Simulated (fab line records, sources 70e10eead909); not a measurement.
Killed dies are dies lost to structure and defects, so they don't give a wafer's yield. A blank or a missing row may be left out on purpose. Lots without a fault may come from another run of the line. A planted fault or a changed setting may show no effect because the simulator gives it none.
fab line records | flow nand_harc
record lots=14 wafers=42 last_day=34
route steps=1302 shown A_SLIT@946 A_WL_FILL@953 A_CONTACT@983 END@1302
lots that met no fault: from a run of the same line without faults
start_h: hours from the record's first day to the start of the lot's first wafer shown | wait_h: hours since the lot's step before | " the same as in the row above | L1.1+2: a row that stands for several wafers | - no value, or no start given | * or withheld: withheld | < > ~ a bound
route shown NAME@n: a module of which the file shows steps, and the number in the route of the first | usual: mean/standard deviation of fault-free wafers | same: alike in all rows | chamber/n: place in a boat | sites: the reading at each site | _std_site: their standard deviation | _edge_site: outer sites' mean less inner sites' | radius_mm: how far each site lies from the wafer's centre | mask NAME#n: copy n | behind: the tool/chamber that last shaped the wafer | hold: why the lot was held/for how many hours/how that ended | device: the transistor (n, p or np) that didn't switch | end of line: the same wafers' tests at the end of the route | a step without rows: its recipe alone | killed: dies lost to structure and defects at the first sort, not the wafer's yield | map: a wafer's dies, x killed, . not, _ none there
set.NAME: the setting as run; set.NAME@STEP: as run at that earlier step | model.NAME: the simulator's own value behind a step, which no gauge read
steps of the route over a sample of lots; a table a step, a row a wafer
services: from which hour (start_h, from the record's first day; less than 0 if before it) a tool's chamber was out of use, for how many hours, and why
## steps
# step NHARC_A_SLIT_CD_MEAS_21
# usual cd_nm=289.7/0.97
# columns lot.wafer tool chamber start_h wait_h cd_nm
L824.1 cd_sem-01 - 439.78 - 290.7
L824.2 " - " " 290.2
L824.6 " - " " 290.3
L825.3 cd_sem-02 - 469.77 - 289.1
L825.4 " - " " 289.9
L825.6 " - " " 289.2
L826.1 cd_sem-03 - 473.52 - 288.3
L826.2 " - " " 289.0
L826.6 " - " " 288.7
L828.1 cd_sem-02 - 482.71 - 289.5
L828.3 " - " " 289.8
L828.6 " - " " 290.2
L827.2 cd_sem-03 - 483.10 - 290.7
L827.3 " - " " 290.6
L827.4 " - " " 290.0
L829.4 cd_sem-03 - 505.16 - 290.3
L829.5 " - " " 289.8
L829.6 " - " " 290.1
L830.1 cd_sem-01 - 524.57 - 289.8
L830.2 " - " " 290.4
L830.5 " - " " 289.8
L832.3 cd_sem-03 - 541.46 - 290.0
L832.5 " - " " 290.4
L832.6 " - " " 291.0
L831.1 cd_sem-02 - 542.55 - 289.0
L831.4 " - " " 289.0
L831.5 " - " " 288.4
L839.3 cd_sem-02 - 599.93 - 291.1
L839.4 " - " " 291.9
L839.5 " - " " 292.1
L841.1 cd_sem-01 - 630.36 - 287.1
L841.4 " - " " 288.1
L841.6 " - " " 287.5
L842.1 cd_sem-01 - 642.31 - 290.7
L842.3 " - " " 290.1
L842.4 " - " " 289.1
L846.3 cd_sem-01 - 664.64 - 288.4
L846.4 " - " " 289.0
L846.6 " - " " 288.5
L847.2 cd_sem-02 - 702.37 - 290.3
L847.3 " - " " 289.1
L847.4 " - " " 289.8
# step NHARC_A_WL_FILL_RTA_01
# recipe temp_c=1000 time_s=5
# usual lamp_power_pct=32.3/3 wafer_temp_C_max=1007.7/1.4
# same time_s=5
# columns lot.wafer tool chamber start_h wait_h lamp_power_pct wafer_temp_C_max
L824.1 rtp_anneal-02 0 446.48 - 29.0 1009.3
L824.2 " 0 " " 29.0 1006.6
L824.6 " 0 " " 29.0 1011.5
L825.3 rtp_anneal-01 0 476.91 0.3 35.0 1008.2
L825.4 " 0 " " 35.0 1005.6
L825.6 " 0 " " 35.0 1006.4
L826.1 rtp_anneal-01 0 480.64 0.3 34.9 1006.5
L826.2 " 0 " " 34.9 1007.1
L826.6 " 0 " " 34.9 1006.2
L828.1 rtp_anneal-02 0 489.87 - 29.0 1006.7
L828.3 " 0 " " 29.0 1009.5
L828.6 " 0 " " 29.0 1008.0
L827.2 rtp_anneal-01 0 489.87 0.3 34.9 1008.4
L827.3 " 0 " " 35.0 1007.8
L827.4 " 0 " " 35.0 1009.8
L829.4 rtp_anneal-02 0 512.19 - 29.1 1006.8
L829.5 " 0 " " 29.1 1007.2
L829.6 " 0 " " 29.0 1008.1
L830.1 rtp_anneal-01 0 531.53 - 34.9 1006.5
L830.2 " 0 " " 35.0 1007.3
L830.5 " 0 " " 35.0 1010.0
L831.1 rtp_anneal-01 0 548.50 - 34.9 1008.6
L831.4 " 0 " " 35.0 1009.3
L831.5 " 0 " " 35.0 1006.2
L832.3 rtp_anneal-02 0 548.57 - 29.1 1007.8
L832.5 " 0 " " 29.1 1008.3
L832.6 " 0 " " 29.1 1005.7
L839.3 rtp_anneal-02 0 606.99 - 29.0 1007.7
L839.4 " 0 " " 29.0 1007.8
L839.5 " 0 " " 29.0 1010.0
L841.1 rtp_anneal-02 0 637.32 - 29.0 1007.6
L841.4 " 0 " " 29.0 1009.6
L841.6 " 0 " " 29.0 1007.7
L842.1 rtp_anneal-01 0 649.40 0.3 35.0 1006.4
L842.3 " 0 " " 35.0 1006.1
L842.4 " 0 " " 35.0 1009.1
L846.3 rtp_anneal-02 0 672.55 - 29.0 1007.9
L846.4 " 0 " " 29.0 1009.1
L846.6 " 0 " " 29.1 1008.4
L847.2 rtp_anneal-01 0 709.33 - 35.0 1007.1
L847.3 " 0 " " 35.0 1007.1
L847.4 " 0 " " 35.0 1008.5
# step NHARC_A_WL_FILL_CVD_23
# recipe target_thk_a=400 temp_c=620 pressure_mtorr=200 time_s=800 material=poly-Si
# usual zone_power_bottom_pct=12.08/0.27 zone_power_upper_pct=8.4/0.73
# same time_s=800
# columns lot.wafer tool chamber start_h wait_h zone_power_bottom_pct zone_power_upper_pct
L824.1 lpcvd_poly-02 0 465.46 2.5 11.95 9.2
L824.2 " 0 " " 11.77 9.2
L824.6 " 0 " " 11.77 9.3
L826.1 lpcvd_poly-03 0 497.78 2.3 12.51 7.4
L826.2 " 0 " " 12.47 7.4
L826.6 " 0 " " 12.24 7.4
L825.3 lpcvd_poly-02 0 501.19 2.7 11.97 9.3
L825.4 " 0 " " 12.09 9.2
L825.6 " 0 " " 12.28 9.2
L827.2 lpcvd_poly-02 0 509.88 2.4 11.75 9.2
L827.3 " 0 " " 12.00 9.1
L827.4 " 0 " " 11.84 9.2
L828.1 lpcvd_poly-03 0 512.93 2.3 12.45 7.4
L828.3 " 0 " " 12.44 7.4
L828.6 " 0 " " 12.53 7.5
L829.4 lpcvd_poly-02 0 532.01 2.4 11.87 9.1
L829.5 " 0 " " 11.90 9.2
L829.6 " 0 " " 11.97 9.2
L832.3 lpcvd_poly-04 0 563.01 1.4 12.08 8.4
L832.5 " 0 " " 11.92 8.3
L832.6 " 0 " " 11.84 8.5
L830.1 lpcvd_poly-04 0 577.19 32.4 11.91 8.4
L830.2 " 0 " " 11.86 8.6
L830.5 " 0 " " 11.90 8.6
L831.1 lpcvd_poly-04 0 593.01 32.4 11.89 8.5
L831.4 " 0 " " 11.82 8.6
L831.5 " 0 " " 11.86 8.6
L839.3 lpcvd_poly-02 0 650.78 32.4 11.77 9.2
L839.4 " 0 " " 11.99 9.1
L839.5 " 0 " " 12.08 9.2
L841.1 lpcvd_poly-02 0 651.68 2.5 11.99 9.2
L841.4 " 0 " " 12.00 9.2
L841.6 " 0 " " 11.85 9.1
L842.1 lpcvd_poly-04 0 663.55 2.4 12.04 8.4
L842.3 " 0 " " 11.94 8.3
L842.4 " 0 " " 11.77 8.5
L846.3 lpcvd_poly-03 0 688.02 2.3 12.55 7.2
L846.4 " 0 " " 12.36 7.4
L846.6 " 0 " " 12.42 7.3
L847.2 lpcvd_poly-04 0 727.05 3.5 11.99 8.5
L847.3 " 0 " " 12.05 8.5
L847.4 " 0 " " 11.98 8.5
# step NHARC_A_CONTACT_DEP_24
# recipe target_thk_a=5000 temp_c=400 pressure_torr=6.5 rf_w=900 teos_flow_sccm=161.4 flow_sccm=2650 target_thk_nm=500 gas=O2 material=SiO2
# usual heater_power_w=523/79 throttle_valve_pct=16.0/0.4
# columns lot.wafer tool chamber start_h wait_h heater_power_w throttle_valve_pct
L824.1 pecvd-03 1 469.21 0.1 364 15.9
L824.2 " 0 " " 517 16.8
L824.6 " 0 " " 546 16.7
L826.2 pecvd-03 1 501.58 0.1 450 15.7
L826.1 " 2 " " 686 15.6
L826.6 " 1 " " 485 16.0
L825.3 pecvd-04 1 504.99 0.1 756 15.6
L825.6 " 1 " " 562 15.6
L825.4 " 2 " " 477 15.4
L827.3 pecvd-01 2 513.67 0.1 447 15.9
L827.2 " 1 " " 536 15.9
L827.4 " 0 " " 389 15.5
L828.1 pecvd-01 2 516.78 0.1 604 15.9
L828.3 " 0 " " 461 16.0
L828.6 " 1 " " 536 15.9
L829.4 pecvd-01 0 536.00 0.2 475 15.9
L829.6 " 1 " " 440 16.0
L829.5 " 2 " " 558 16.1
L832.3 pecvd-01 2 566.95 0.1 550 16.1
L832.6 " 2 " " 576 15.7
L832.5 " 1 " " 572 15.9
L830.2 pecvd-01 1 581.24 0.1 440 15.7
L830.1 " 0 " " 497 16.0
L830.5 " 0 " " 517 16.0
L831.1 pecvd-03 1 596.77 0.1 448 15.7
L831.4 " 2 " " 526 15.9
L831.5 " 0 " " 563 16.7
L839.3 pecvd-04 2 654.66 0.2 532 15.7
L839.4 " 1 " " 729 16.0
L839.5 " 2 " " 527 15.6
L841.1 pecvd-03 2 655.57 0.2 550 15.9
L841.6 " 1 " " 432 15.8
L841.4 " 2 " " 569 15.9
L842.1 pecvd-01 2 667.37 0.1 503 16.1
L842.3 " 1 " " 594 15.8
L842.4 " 1 " " 428 16.0
L846.3 pecvd-03 2 691.82 0.1 534 15.8
L846.6 " 1 " " 474 16.1
L846.4 " 2 " " 565 16.4
L847.2 pecvd-01 0 730.87 0.1 517 16.7
L847.3 " 1 " " 572 15.9
L847.4 " 1 " " 566 15.9
# step NHARC_END_SORT_01
# recipe temp_c=25
# usual killed_at_array=53/21 killed_at_other=1.1/1.5 killed_at_periphery=3.9/2.7 killed_dies=58/21 killed_open=3.4/1.9 killed_short=2.3/1.5
# same gross_dies=677
# columns lot.wafer tool chamber start_h wait_h killed_at_array killed_at_other killed_at_periphery killed_dies killed_open killed_short
L824.1 prober-02 0 547.15 2.5 39 2 2 43 4 2
L824.2 prober-02 0 547.96 2.8 55 2 2 59 4 3
L824.6 prober-02 0 551.20 4.1 57 0 0 57 5 2
L826.1 prober-02 0 580.86 2.5 59 1 7 67 1 2
L826.2 prober-02 0 581.68 2.8 66 4 8 78 2 2
L826.6 prober-02 0 584.92 4.1 64 3 4 71 2 6
L825.3 prober-01 0 582.54 3.1 68 1 5 74 3 2
L825.4 prober-01 0 583.35 3.4 86 0 2 88 4 0
L825.6 prober-01 0 584.97 4.0 61 0 2 63 3 0
L827.2 prober-02 0 589.63 2.8 30 0 3 33 3 3
L827.3 prober-02 0 590.43 3.1 20 0 2 22 2 3
L827.4 prober-02 0 591.22 3.4 21 0 1 22 0 4
L828.1 prober-01 0 594.00 2.5 64 1 4 69 5 3
L828.3 prober-01 0 595.56 3.1 70 2 2 74 5 1
L828.6 prober-01 0 597.90 3.9 71 1 5 77 1 1
L829.4 prober-02 0 622.86 3.4 51 0 8 59 3 1
L829.5 prober-02 0 623.66 3.7 62 0 7 69 6 1
L829.6 prober-02 0 624.46 4.0 62 2 4 68 2 1
L832.3 prober-01 0 649.88 3.1 23 2 2 27 2 2
L832.5 prober-01 0 651.51 3.7 29 4 1 34 3 5
L832.6 prober-01 0 652.32 4.1 22 3 10 35 3 5
L830.1 prober-01 0 663.99 2.5 48 0 4 52 4 2
L830.2 prober-01 0 664.78 2.8 50 0 3 53 1 3
L830.5 prober-01 0 667.16 3.7 50 0 0 50 3 0
L841.1 prober-02 0 733.19 2.5 33 2 0 35 4 1
L841.4 prober-02 0 735.57 3.4 32 0 0 32 3 2
L841.6 prober-02 0 737.15 4.0 31 1 0 32 3 4
L839.3 prober-01 0 741.79 3.1 40 0 12 52 2 1
L839.4 prober-01 0 742.59 3.4 44 0 5 49 3 3
L839.5 prober-01 0 743.39 3.7 50 0 13 63 5 4
L842.1 prober-01 0 744.14 2.5 42 1 5 48 7 1
L842.3 prober-01 0 745.76 3.1 34 1 1 36 2 5
L842.4 prober-01 0 746.56 3.4 30 0 4 34 3 3
L846.3 prober-01 0 774.27 3.1 83 6 8 97 2 3
L846.4 prober-01 0 775.08 3.4 75 1 4 80 3 1
L846.6 prober-01 0 776.68 4.0 57 3 5 65 3 2
L847.2 prober-01 0 811.38 2.8 43 1 0 44 3 0
L847.3 prober-01 0 812.17 3.1 44 2 3 49 4 1
L847.4 prober-01 0 812.97 3.4 45 0 4 49 3 2
# killed by level:class
L824.1 A_CHANNEL_HOLE_D1:chamber_film_flake=20 A_CONTACT:chamber_film_flake=6 A_CHANNEL_HOLE_D2:chamber_film_flake=3 THIN_TSV:chamber_film_flake=2 P_M1:geometric_particle:open=1 A_CHANNEL_FILL_D1:geometric_particle:short=1 A_DECK1_JOINT:geometric_particle:open=1 A_BLC:geometric_particle:short=1
L824.2 A_CHANNEL_HOLE_D1:chamber_film_flake=35 A_CONTACT:chamber_film_flake=5 A_CHANNEL_HOLE_D2:chamber_film_flake=4 A_CHANNEL_FILL_D2:chamber_film_flake=3 THIN_TSV:chamber_film_flake=2 P_CONTACT:geometric_particle:open=1 A_CHANNEL_FILL_D2:geometric_particle:short=1 A_CONTACT:geometric_particle:open=1
L824.6 A_CHANNEL_HOLE_D1:chamber_film_flake=30 A_CONTACT:chamber_film_flake=11 A_CHANNEL_HOLE_D2:chamber_film_flake=3 A_CHANNEL_FILL_D2:chamber_film_flake=2 A_STAIRCASE:chamber_film_flake=2 A_CHANNEL_FILL_D1:geometric_particle:short=1 A_ONON_D2:geometric_particle:open=1 A_SGD_CUT:geometric_particle:short=1
L826.1 A_CHANNEL_HOLE_D2:chamber_film_flake=25 A_SLIT:chamber_film_flake=24 P_GATE:chamber_film_flake=5 A_CHANNEL_HOLE_D1:chamber_film_flake=2 A_CHANNEL_FILL_D1:chamber_film_flake=2 A_WL_FILL:chamber_film_flake=2 P_M0:geometric_particle:open=1 A_ONON_D2:geometric_particle:short=1
L826.2 A_CHANNEL_HOLE_D2:chamber_film_flake=27 A_SLIT:chamber_film_flake=27 P_GATE:chamber_film_flake=6 THIN_TSV:chamber_film_flake=4 A_STAIRCASE:chamber_film_flake=3 A_M1:chamber_film_flake=2 A_CONTACT:chamber_film_flake=2 P_M0:geometric_particle:short=1
L825.3 A_SLIT:chamber_film_flake=27 A_CHANNEL_HOLE_D1:chamber_film_flake=25 A_CHANNEL_HOLE_D2:chamber_film_flake=6 A_CHANNEL_FILL_D1:chamber_film_flake=3 P_ZERO_WELL:chamber_film_flake=2 P_GATE:chamber_film_flake=1 P_CONTACT:geometric_particle:short=1 P_M0:geometric_particle:open=1
L825.4 A_CHANNEL_HOLE_D1:chamber_film_flake=46 A_SLIT:chamber_film_flake=26 A_CONTACT:chamber_film_flake=4 A_CHANNEL_HOLE_D2:chamber_film_flake=3 A_M0:geometric_particle:open=2 A_DECK1_JOINT:chamber_film_flake=2 A_CHANNEL_FILL_D1:geometric_particle:open=1 A_WL_FILL:geometric_particle:open=1
L826.6 A_CHANNEL_HOLE_D2:chamber_film_flake=25 A_SLIT:chamber_film_flake=20 THIN_TSV:chamber_film_flake=3 A_CHANNEL_FILL_D1:geometric_particle:short=2 P_GATE:chamber_film_flake=2 A_ZERO_WELL:chamber_film_flake=2 A_CONTACT:chamber_film_flake=2 A_CHANNEL_HOLE_D1:chamber_film_flake=2
L825.6 A_CHANNEL_HOLE_D1:chamber_film_flake=27 A_SLIT:chamber_film_flake=21 A_CHANNEL_HOLE_D2:chamber_film_flake=7 A_CONTACT:chamber_film_flake=2 P_STI:geometric_particle:open=1 A_WL_FILL:geometric_particle:open=1 A_M0:geometric_particle:open=1 P_ZERO_WELL:chamber_film_flake=1
L827.2 A_CHANNEL_HOLE_D2:chamber_film_flake=7 A_CHANNEL_HOLE_D1:chamber_film_flake=5 A_STAIRCASE:chamber_film_flake=4 A_WL_FILL:chamber_film_flake=3 A_CONTACT:chamber_film_flake=3 A_ONON_D1:geometric_particle:open=2 A_SOURCE_PLATE:geometric_particle:short=1 A_ONON_D1:geometric_particle:short=1
L827.3 A_CHANNEL_HOLE_D2:chamber_film_flake=7 A_CONTACT:chamber_film_flake=4 A_SLIT:chamber_film_flake=3 A_CHANNEL_HOLE_D1:geometric_particle:short=1 A_CHANNEL_FILL_D1:geometric_particle:short=1 A_DECK1_JOINT:geometric_particle:open=1 A_ONON_D2:geometric_particle:short=1 A_M1:geometric_particle:open=1
L827.4 A_CHANNEL_HOLE_D2:chamber_film_flake=8 A_CHANNEL_HOLE_D1:chamber_film_flake=2 A_WL_FILL:chamber_film_flake=2 A_CONTACT:chamber_film_flake=2 P_STI:geometric_particle:short=1 A_ONON_D1:geometric_particle:short=1 A_ONON_D2:geometric_particle:short=1 A_CONTACT:geometric_particle:short=1
L828.1 A_CHANNEL_HOLE_D1:chamber_film_flake=26 A_SLIT:chamber_film_flake=19 A_CHANNEL_HOLE_D2:chamber_film_flake=8 A_STAIRCASE:chamber_film_flake=3 P_ZERO_WELL:chamber_film_flake=2 A_CONTACT:chamber_film_flake=2 P_CONTACT:geometric_particle:open=1 P_M0:geometric_particle:open=1
L828.3 A_CHANNEL_HOLE_D1:chamber_film_flake=31 A_SLIT:chamber_film_flake=19 A_CHANNEL_HOLE_D2:chamber_film_flake=8 A_STAIRCASE:chamber_film_flake=3 A_CONTACT:chamber_film_flake=3 THIN_TSV:chamber_film_flake=2 P_CONTACT:geometric_particle:open=1 A_SOURCE_PLATE:geometric_particle:open=1
L828.6 A_CHANNEL_HOLE_D1:chamber_film_flake=33 A_SLIT:chamber_film_flake=32 P_ZERO_WELL:chamber_film_flake=4 A_CHANNEL_HOLE_D2:chamber_film_flake=3 A_ONON_D1:geometric_particle:short=1 A_CONTACT:geometric_particle:open=1 P_M0:chamber_film_flake=1 A_STAIRCASE:chamber_film_flake=1
L829.4 A_SLIT:chamber_film_flake=31 A_CHANNEL_HOLE_D2:chamber_film_flake=6 P_BONDPAD:chamber_film_flake=5 A_CONTACT:chamber_film_flake=3 A_CHANNEL_HOLE_D1:chamber_film_flake=2 A_CHANNEL_FILL_D1:chamber_film_flake=2 A_WL_FILL:chamber_film_flake=2 P_GATE:geometric_particle:open=1
L829.5 A_SLIT:chamber_film_flake=27 A_CHANNEL_HOLE_D2:chamber_film_flake=17 A_CONTACT:chamber_film_flake=5 P_BONDPAD:chamber_film_flake=3 A_CHANNEL_HOLE_D1:chamber_film_flake=3 P_CONTACT:geometric_particle:open=2 A_CHANNEL_FILL_D2:chamber_film_flake=2 P_M0:geometric_particle:short=1
L829.6 A_SLIT:chamber_film_flake=28 A_CHANNEL_HOLE_D2:chamber_film_flake=15 P_BONDPAD:chamber_film_flake=4 A_CONTACT:chamber_film_flake=4 A_M0:chamber_film_flake=4 A_CHANNEL_HOLE_D1:chamber_film_flake=3 A_CHANNEL_FILL_D1:chamber_film_flake=3 A_M0:geometric_particle:open=2
L832.3 A_CHANNEL_HOLE_D2:chamber_film_flake=15 P_M2:chamber_film_flake=2 A_CHANNEL_HOLE_D1:chamber_film_flake=2 THIN_TSV:chamber_film_flake=2 A_ONON_D2:geometric_particle:open=1 A_CHANNEL_FILL_D2:geometric_particle:short=1 A_WL_FILL:geometric_particle:short=1 A_M0:geometric_particle:open=1
L832.5 A_CHANNEL_HOLE_D2:chamber_film_flake=17 A_CHANNEL_HOLE_D1:chamber_film_flake=3 THIN_TSV:chamber_film_flake=3 A_ONON_D1:geometric_particle:short=2 A_DECK1_JOINT:chamber_film_flake=2 A_CHANNEL_FILL_D1:geometric_particle:open=1 A_ONON_D2:geometric_particle:short=1 A_CHANNEL_FILL_D2:geometric_particle:short=1
L832.6 A_CHANNEL_HOLE_D2:chamber_film_flake=15 P_M2:chamber_film_flake=4 A_DECK1_JOINT:chamber_film_flake=3 THIN_TSV:chamber_film_flake=3 P_M0:geometric_particle:short=2 P_GATE:chamber_film_flake=2 P_GATE:geometric_particle:short=1 P_CONTACT:geometric_particle:open=1
L830.1 A_CHANNEL_HOLE_D2:chamber_film_flake=27 A_CONTACT:chamber_film_flake=7 A_STAIRCASE:chamber_film_flake=5 A_CHANNEL_HOLE_D1:chamber_film_flake=2 A_M1:chamber_film_flake=2 P_CONTACT:geometric_particle:open=1 P_M0:geometric_particle:open=1 A_ONON_D1:geometric_particle:short=1
L830.2 A_CHANNEL_HOLE_D2:chamber_film_flake=27 A_CHANNEL_FILL_D1:chamber_film_flake=5 A_CONTACT:chamber_film_flake=5 A_STAIRCASE:chamber_film_flake=4 P_ZERO_WELL:chamber_film_flake=3 A_SLIT:chamber_film_flake=3 A_ONON_D1:geometric_particle:short=2 A_CHANNEL_HOLE_D1:chamber_film_flake=2
L830.5 A_CHANNEL_HOLE_D2:chamber_film_flake=22 A_CHANNEL_FILL_D1:chamber_film_flake=7 A_CHANNEL_HOLE_D1:chamber_film_flake=6 A_STAIRCASE:chamber_film_flake=4 A_CONTACT:chamber_film_flake=4 A_DECK1_JOINT:chamber_film_flake=2 A_ONON_D1:geometric_particle:open=1 A_ONON_D2:geometric_particle:open=1
L841.1 A_CHANNEL_HOLE_D1:chamber_film_flake=11 A_DECK1_JOINT:chamber_film_flake=4 A_CHANNEL_FILL_D2:chamber_film_flake=4 A_CONTACT:chamber_film_flake=4 A_CHANNEL_FILL_D1:chamber_film_flake=3 A_ONON_D1:geometric_particle:open=1 A_CHANNEL_FILL_D1:geometric_particle:short=1 A_ONON_D2:geometric_particle:open=1
L841.4 A_CHANNEL_HOLE_D1:chamber_film_flake=11 A_SLIT:chamber_film_flake=4 A_CONTACT:chamber_film_flake=4 A_ZERO_WELL:chamber_film_flake=2 A_DECK1_JOINT:chamber_film_flake=2 A_ONON_D1:geometric_particle:short=1 A_CHANNEL_HOLE_D1:geometric_particle:open=1 A_CHANNEL_FILL_D2:geometric_particle:open=1
L841.6 A_CHANNEL_HOLE_D1:chamber_film_flake=9 A_CONTACT:chamber_film_flake=7 A_SLIT:chamber_film_flake=3 A_CHANNEL_FILL_D2:chamber_film_flake=2 A_STAIRCASE:chamber_film_flake=2 A_ONON_D1:geometric_particle:short=1 A_ONON_D1:geometric_particle:open=1 A_DECK1_JOINT:geometric_particle:open=1
L839.3 A_CHANNEL_HOLE_D1:chamber_film_flake=32 P_M0:chamber_film_flake=5 P_GATE:chamber_film_flake=4 A_STAIRCASE:chamber_film_flake=2 P_GATE:geometric_particle:open=1 P_CONTACT:geometric_particle:open=1 A_CHANNEL_FILL_D1:geometric_particle:short=1 P_STI:chamber_film_flake=1
L839.4 A_CHANNEL_HOLE_D1:chamber_film_flake=28 A_STAIRCASE:chamber_film_flake=5 P_GATE:chamber_film_flake=3 A_CONTACT:chamber_film_flake=2 A_BONDPAD:chamber_film_flake=2 P_CONTACT:geometric_particle:short=1 A_ONON_D1:geometric_particle:short=1 A_DECK1_JOINT:geometric_particle:open=1
L839.5 A_CHANNEL_HOLE_D1:chamber_film_flake=37 P_GATE:chamber_film_flake=7 A_STAIRCASE:chamber_film_flake=3 P_GATE:geometric_particle:open=2 A_CHANNEL_HOLE_D2:geometric_particle:open=2 A_SLIT:chamber_film_flake=2 A_WL_FILL:chamber_film_flake=2 P_STI:geometric_particle:short=1
L842.1 A_CHANNEL_HOLE_D1:chamber_film_flake=16 A_SLIT:chamber_film_flake=6 A_ZERO_WELL:chamber_film_flake=4 A_CONTACT:chamber_film_flake=4 A_CHANNEL_FILL_D1:geometric_particle:open=2 P_GATE:chamber_film_flake=2 A_M1:chamber_film_flake=2 A_WL_FILL:chamber_film_flake=2
L842.3 A_CHANNEL_HOLE_D1:chamber_film_flake=10 A_SLIT:chamber_film_flake=5 A_CONTACT:chamber_film_flake=4 A_M1:chamber_film_flake=3 A_ONON_D2:geometric_particle:short=2 A_ZERO_WELL:chamber_film_flake=2 A_WL_FILL:chamber_film_flake=2 A_CHANNEL_FILL_D1:geometric_particle:open=1
L842.4 A_CHANNEL_HOLE_D1:chamber_film_flake=9 A_SLIT:chamber_film_flake=4 P_GATE:chamber_film_flake=3 A_ZERO_WELL:chamber_film_flake=3 A_M1:chamber_film_flake=3 A_ONON_D2:geometric_particle:short=2 A_WL_FILL:chamber_film_flake=2 A_CHANNEL_FILL_D1:geometric_particle:open=1
L846.3 A_SLIT:chamber_film_flake=28 A_CHANNEL_HOLE_D2:chamber_film_flake=27 A_CHANNEL_HOLE_D1:chamber_film_flake=16 A_CONTACT:chamber_film_flake=6 THIN_TSV:chamber_film_flake=5 P_CONTACT:chamber_film_flake=4 P_BONDPAD:chamber_film_flake=3 A_STAIRCASE:chamber_film_flake=2
L846.4 A_SLIT:chamber_film_flake=36 A_CHANNEL_HOLE_D2:chamber_film_flake=23 A_CHANNEL_HOLE_D1:chamber_film_flake=8 A_CONTACT:chamber_film_flake=5 P_BONDPAD:chamber_film_flake=3 P_STI:geometric_particle:short=1 A_SOURCE_PLATE:geometric_particle:open=1 A_ONON_D1:geometric_particle:open=1
L846.6 A_SLIT:chamber_film_flake=21 A_CHANNEL_HOLE_D2:chamber_film_flake=13 A_CHANNEL_HOLE_D1:chamber_film_flake=11 A_CONTACT:chamber_film_flake=4 P_BONDPAD:chamber_film_flake=3 A_STAIRCASE:chamber_film_flake=3 THIN_TSV:chamber_film_flake=3 P_M1:geometric_particle:short=1
L847.2 A_CHANNEL_HOLE_D1:chamber_film_flake=17 A_SLIT:chamber_film_flake=11 A_CHANNEL_HOLE_D2:chamber_film_flake=4 A_STAIRCASE:chamber_film_flake=4 A_WL_FILL:chamber_film_flake=2 A_CHANNEL_FILL_D1:geometric_particle:open=1 A_ONON_D2:geometric_particle:open=1 A_CHANNEL_FILL_D2:geometric_particle:open=1
L847.3 A_CHANNEL_HOLE_D1:chamber_film_flake=19 A_CHANNEL_HOLE_D2:chamber_film_flake=5 A_SLIT:chamber_film_flake=5 A_CONTACT:chamber_film_flake=4 A_BLC:geometric_particle:open=2 A_STAIRCASE:chamber_film_flake=2 A_WL_FILL:chamber_film_flake=2 THIN_TSV:chamber_film_flake=2
L847.4 A_CHANNEL_HOLE_D1:chamber_film_flake=19 A_SLIT:chamber_film_flake=8 A_CHANNEL_HOLE_D2:chamber_film_flake=4 A_STAIRCASE:chamber_film_flake=3 A_WL_FILL:geometric_particle:open=2 P_GATE:chamber_film_flake=2 P_BONDPAD:chamber_film_flake=2 A_WL_FILL:chamber_film_flake=2
## services
# columns tool chamber start_h hours kind
pecvd-01 - 434.25 1.3 repair
pecvd-03 0 440.55 - calibration
pecvd-04 - 450.26 13.0 pm
pecvd-01 - 492.00 13.0 pm
pecvd-01 0 492.00 13.0 vent_cycle
pecvd-01 1 492.00 13.0 vent_cycle
pecvd-01 2 492.00 13.0 vent_cycle
pecvd-01 0 505.00 - clean
pecvd-01 1 505.00 - clean
pecvd-01 2 505.00 - clean
pecvd-03 - 547.07 13.0 pm
pecvd-03 0 547.07 13.0 vent_cycle
pecvd-03 1 547.07 13.0 vent_cycle
pecvd-03 2 547.07 13.0 vent_cycle
pecvd-03 0 560.07 - clean
pecvd-03 1 560.07 - clean
pecvd-03 2 560.07 - clean
pecvd-04 - 578.51 0.9 repair
pecvd-04 - 631.26 13.0 pm
pecvd-01 0 673.00 13.0 vent_cycle
pecvd-01 0 686.00 - clean
pecvd-01 1 686.00 - clean
pecvd-01 2 686.00 - clean
pecvd-03 - 728.07 13.0 pm
## key
first_sign step=NHARC_A_WL_FILL_CVD_23 reading=wait_h direction=changed
effect none on later readings
met_at NHARC_A_WL_FILL_CVD_23
struck_lots L830,L831,L839
struck_wafers L830.1,L830.2,L830.5,L831.1,L831.4,L831.5,L839.3,L839.4,L839.5
rows_end L831.1,L831.4,L831.5
tester_left_out L830,L839
not_acting_at NHARC_A_SLIT_CD_MEAS_21,NHARC_A_WL_FILL_RTA_01,NHARC_A_CONTACT_DEP_24
fault kind=queue_time_violation tool=lpcvd_poly-02,lpcvd_poly-03,lpcvd_poly-04 chamber=0 onset_h=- steps=NHARC_A_WL_FILL_CVD_23 delay_hr=30 scope=struck_lots_only
# tester_left_out: of these lots the tester's yield and bins aren't shown, on N5 and GAA mostly nor the transistor test; their killed dies are dies lost to structure and defects alone, not to doping, threshold or leakage, so they don't give the yield
# rows_end: these wafers met a further fault down the route, and their rows from its step on are left out
